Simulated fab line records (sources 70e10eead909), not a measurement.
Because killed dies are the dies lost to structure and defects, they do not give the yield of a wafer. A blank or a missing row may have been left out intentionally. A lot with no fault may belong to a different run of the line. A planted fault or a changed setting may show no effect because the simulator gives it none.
Which tool did it? :: flow nandHarc :: Sampling: 12 lots, 36 wafers, 4 of 1159 route steps

== WHAT THE GAUGES READ, wafer by wafer ==
NHARC_P_CONTACT_CD_MEAS_12 targets a cd of 90 nm.
lot: L746
measured: day 5 17:53
on: cdSem-02
cdNm (nm): 89.5 90.6 90.7

lot: L751
measured: day 6 23:13
on: cdSem-01
cdNm (nm): 84.1 83.0 84.4

lot: L753
measured: day 7 13:53
on: cdSem-03
cdNm (nm): 90.6 89.9 91.5

lot: L759
measured: day 8 23:36
on: cdSem-01
cdNm (nm): 89.7 90.3 91.4

lot: L760
measured: day 9 11:50
on: cdSem-02
cdNm (nm): 90.1 89.3 90.8

lot: L762
measured: day 9 14:25
on: cdSem-02
cdNm (nm): 90.6 90.5 90.1

lot: L761
measured: day 9 14:41
on: cdSem-01
cdNm (nm): 89.7 89.7 90.3

lot: L764
measured: day 10 08:02
on: cdSem-03
cdNm (nm): 90.5 89.1 89.8

lot: L765
measured: day 10 12:53
on: cdSem-01
cdNm (nm): 90.1 90.9 90.3

lot: L766
measured: day 10 19:23
on: cdSem-03
cdNm (nm): 89.6 89.8 90.1

lot: L767
measured: day 10 20:05
on: cdSem-02
cdNm (nm): 90.5 90.4 90.3

lot: L768
measured: day 11 07:54
on: cdSem-01
cdNm (nm): 89.8 90.3 91.0

NHARC_P_CONTACT_INSPECT_14.
lot: L746
measured: day 5 18:01
on: defectInspect-01
rawDefectCount: 1 1 2

lot: L751
measured: day 6 23:20
on: defectInspect-02
rawDefectCount: 6 5 4

lot: L753
measured: day 7 14:00
on: defectInspect-02
rawDefectCount: 5 7 3

lot: L759
measured: day 8 23:43
on: defectInspect-01
rawDefectCount: 3 0 4

lot: L760
measured: day 9 11:58
on: defectInspect-02
rawDefectCount: 0 0 1

lot: L762
measured: day 9 14:32
on: defectInspect-02
rawDefectCount: 4 1 2

lot: L761
measured: day 9 14:49
on: defectInspect-01
rawDefectCount: 6 3 4

lot: L764
measured: day 10 08:09
on: defectInspect-01
rawDefectCount: 1 4 2

lot: L765
measured: day 10 13:01
on: defectInspect-02
rawDefectCount: 2 3 5

lot: L766
measured: day 10 19:30
on: defectInspect-01
rawDefectCount: 1 3 1

lot: L767
measured: day 10 20:13
on: defectInspect-02
rawDefectCount: 4 3 1

lot: L768
measured: day 11 08:01
on: defectInspect-01
rawDefectCount: 6 4 5

== WHICH TOOL RAN EACH LOT (tool, then ch and the chambers of the sampled wafers, then the start) ==
lot: L746
NHARC_P_GATE_RTA_82: rtpAnneal-01 ch 0, day 5 15:47
NHARC_P_CONTACT_EXPOSE_09: arfiScanner-01 ch 0, day 5 17:45

lot: L751
NHARC_P_GATE_RTA_82: rtpAnneal-02 ch 0, day 6 21:16
NHARC_P_CONTACT_EXPOSE_09: arfiScanner-01 ch 0, day 6 23:04

lot: L753
NHARC_P_GATE_RTA_82: rtpAnneal-02 ch 0, day 7 12:13
NHARC_P_CONTACT_EXPOSE_09: arfiScanner-01 ch 0, day 7 13:44

lot: L759
NHARC_P_GATE_RTA_82: rtpAnneal-01 ch 0, day 8 21:47
NHARC_P_CONTACT_EXPOSE_09: arfiScanner-01 ch 0, day 8 23:28

lot: L760
NHARC_P_GATE_RTA_82: rtpAnneal-01 ch 0, day 9 10:03
NHARC_P_CONTACT_EXPOSE_09: arfiScanner-02 ch 0, day 9 11:41

lot: L762
NHARC_P_GATE_RTA_82: rtpAnneal-01 ch 0, day 9 12:38
NHARC_P_CONTACT_EXPOSE_09: arfiScanner-03 ch 0, day 9 14:17

lot: L761
NHARC_P_GATE_RTA_82: rtpAnneal-01 ch 0, day 9 12:52
NHARC_P_CONTACT_EXPOSE_09: arfiScanner-02 ch 0, day 9 14:32

lot: L764
NHARC_P_GATE_RTA_82: rtpAnneal-02 ch 0, day 10 06:15
NHARC_P_CONTACT_EXPOSE_09: arfiScanner-01 ch 0, day 10 07:53

lot: L765
NHARC_P_GATE_RTA_82: rtpAnneal-02 ch 0, day 10 11:02
NHARC_P_CONTACT_EXPOSE_09: arfiScanner-03 ch 0, day 10 12:45

lot: L766
NHARC_P_GATE_RTA_82: rtpAnneal-01 ch 0, day 10 17:36
NHARC_P_CONTACT_EXPOSE_09: arfiScanner-02 ch 0, day 10 19:14

lot: L767
NHARC_P_GATE_RTA_82: rtpAnneal-01 ch 0, day 10 18:25
NHARC_P_CONTACT_EXPOSE_09: arfiScanner-02 ch 0, day 10 19:57

lot: L768
NHARC_P_GATE_RTA_82: rtpAnneal-02 ch 0, day 11 06:08
NHARC_P_CONTACT_EXPOSE_09: arfiScanner-03 ch 0, day 11 07:46
- NHARC_P_GATE_RTA_82: time 30 s.
- NHARC_P_CONTACT_EXPOSE_09: exposes mask P CA, target cd 90 nm.

== WHAT THE TOOLS THEMSELVES READ (means of the sampled wafers that have a number; where no wafer has one, the mark that the record gives instead) ==
NHARC_P_GATE_RTA_82.
lot: L746
tool: rtpAnneal-01
lampPowerPct (%): 3.83
lamp_zone_2_pct (%): 3.84
lamp_zone_4_pct (%): 3.84
wafer_temp_C_max: 451.6

lot: L751
tool: rtpAnneal-02
lampPowerPct (%): 3.76
lamp_zone_2_pct (%): 3.76
lamp_zone_4_pct (%): 3.76
wafer_temp_C_max: 452.8

lot: L753
tool: rtpAnneal-02
lampPowerPct (%): 3.75
lamp_zone_2_pct (%): 3.76
lamp_zone_4_pct (%): 3.76
wafer_temp_C_max: 453.3

lot: L759
tool: rtpAnneal-01
lampPowerPct (%): 3.84
lamp_zone_2_pct (%): 3.83
lamp_zone_4_pct (%): 3.83
wafer_temp_C_max: 451.3

lot: L760
tool: rtpAnneal-01
lampPowerPct (%): 3.84
lamp_zone_2_pct (%): 3.84
lamp_zone_4_pct (%): 3.84
wafer_temp_C_max: 452.0

lot: L762
tool: rtpAnneal-01
lampPowerPct (%): 3.84
lamp_zone_2_pct (%): 3.83
lamp_zone_4_pct (%): 3.84
wafer_temp_C_max: 451.6

lot: L761
tool: rtpAnneal-01
lampPowerPct (%): 3.84
lamp_zone_2_pct (%): 3.84
lamp_zone_4_pct (%): 3.84
wafer_temp_C_max: 451.6

lot: L764
tool: rtpAnneal-02
lampPowerPct (%): 3.75
lamp_zone_2_pct (%): 3.76
lamp_zone_4_pct (%): 3.76
wafer_temp_C_max: 453.9

lot: L765
tool: rtpAnneal-02
lampPowerPct (%): 3.75
lamp_zone_2_pct (%): 3.76
lamp_zone_4_pct (%): 3.76
wafer_temp_C_max: 453.7

lot: L766
tool: rtpAnneal-01
lampPowerPct (%): 3.84
lamp_zone_2_pct (%): 3.83
lamp_zone_4_pct (%): 3.84
wafer_temp_C_max: 451.1

lot: L767
tool: rtpAnneal-01
lampPowerPct (%): 3.84
lamp_zone_2_pct (%): 3.84
lamp_zone_4_pct (%): 3.83
wafer_temp_C_max: 451.2

lot: L768
tool: rtpAnneal-02
lampPowerPct (%): 3.76
lamp_zone_2_pct (%): 3.76
lamp_zone_4_pct (%): 3.76
wafer_temp_C_max: 452.9

NHARC_P_CONTACT_EXPOSE_09.
lot: L746
tool: arfiScanner-01
focusOffsetNm (nm): -0.1

lot: L751
tool: arfiScanner-01
focusOffsetNm (nm): 0.1

lot: L753
tool: arfiScanner-01
focusOffsetNm (nm): 0.1

lot: L759
tool: arfiScanner-01
focusOffsetNm (nm): -0.1

lot: L760
tool: arfiScanner-02
focusOffsetNm (nm): -0.1

lot: L762
tool: arfiScanner-03
focusOffsetNm (nm): -0.2

lot: L761
tool: arfiScanner-02
focusOffsetNm (nm): 0.1

lot: L764
tool: arfiScanner-01
focusOffsetNm (nm): 0.3

lot: L765
tool: arfiScanner-03
focusOffsetNm (nm): 0.4

lot: L766
tool: arfiScanner-02
focusOffsetNm (nm): 0.1

lot: L767
tool: arfiScanner-02
focusOffsetNm (nm): -0.3

lot: L768
tool: arfiScanner-03
focusOffsetNm (nm): -0.3

== THE ANSWER, worked out from the rows above alone ==
Rule: the lots themselves supply what counts as usual. The widest of any qualifying gaps counts: lots, ordered by their means at a reading, are off when they make up no more than a third of the lots, leave a main group of 4 or more, and stand apart from it by 3 or more times the standard deviation of that group's means. The tables above print the reading to a certain number of digits; a main group whose means all agree to those digits is not used. Also off: a lot with no number at a reading for which 4 or more lots have one. All remaining lots with rows at the step are treated as sound. After the gauges, taken in route order, come the tools' own readings; for these a lot's mean is taken, as printed above. At the first step where some lot is off, the reading lying furthest off is the one used; lots without a number count as furthest.
Off: L751 (NHARC_P_CONTACT_CD_MEAS_12, cdNm). Main group: mean 90.2 nm, sd 0.28.
A tool fits if, at a process step before that reading, it ran every lot that is off, and no sound lot after the first of them. The gauges at NHARC_P_CONTACT_CD_MEAS_12 are tried like those tools. None of those tried fits.

== WHAT THE SIMULATOR PUT IN ==
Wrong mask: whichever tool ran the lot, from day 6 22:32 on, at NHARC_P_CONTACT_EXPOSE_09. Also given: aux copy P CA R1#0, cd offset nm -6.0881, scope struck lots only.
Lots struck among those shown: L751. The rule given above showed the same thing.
